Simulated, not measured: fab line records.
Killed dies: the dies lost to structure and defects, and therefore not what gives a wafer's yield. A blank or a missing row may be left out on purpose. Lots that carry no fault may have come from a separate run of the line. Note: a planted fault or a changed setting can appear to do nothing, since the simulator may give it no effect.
Chamber matching + flow n5Finfet + 4 sister chambers for N5_SDB_ALD_29 on aldSin-01
The step deposits SiNx, target thk 30 nm, pulse time 1 s, ald cycles 600. 4 wafers are shown with their chamber, then 9 later ones without.

WAFERS PAIRED WITH THEIR CHAMBERS
| wafer  | chamber | heaterPowerW (W) |
|--------|---------|------------------|
| L083.5 | 3       | 875              |
| L084.2 | 0       | 841              |
| L084.3 | 2       | 821              |
| L084.6 | 1       | 807              |

WAFERS WITHOUT THEIR CHAMBER
| wafer  | heaterPowerW (W) |
|--------|------------------|
| L089.1 | 856              |
| L089.4 | 836              |
| L089.5 | 809              |
| L096.2 | 839              |
| L096.4 | 877              |
| L096.6 | 865              |
| L097.3 | 839              |
| L097.5 | 820              |
| L097.6 | 838              |

CHAMBER TAKEN BY EACH
| wafer  | from the rows above     | in truth |
|--------|-------------------------|----------|
| L089.1 | can't be placed: 0 or 3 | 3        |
| L089.4 | can't be placed: 0 or 2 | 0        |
| L089.5 | can't be placed: 1 or 2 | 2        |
| L096.2 | 0                       | 0        |
| L096.4 | 3                       | 3        |
| L096.6 | 3                       | 3        |
| L097.3 | 0                       | 0        |
| L097.5 | can't be placed: 2 or 1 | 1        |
| L097.6 | 0                       | 0        |
Correct placement for 5 of the 9. Not placeable from these rows: 4 (in 4, the candidates include the true chamber). Placed wrongly: 0.
How it was worked out, from the rows above alone: a wafer's distance from a chamber is the root of the sum, over the readings, of the square of ((its reading less the chamber's mean) divided by the reading's scatter). The wafer belongs to the nearest chamber; if the next one is less than 2 further off, it can't be placed. The mean given for a chamber averages the wafers shown for that chamber. The scatter: root of mean squared gap, hidden wafer to nearest shown wafer, with one shown wafer a chamber.
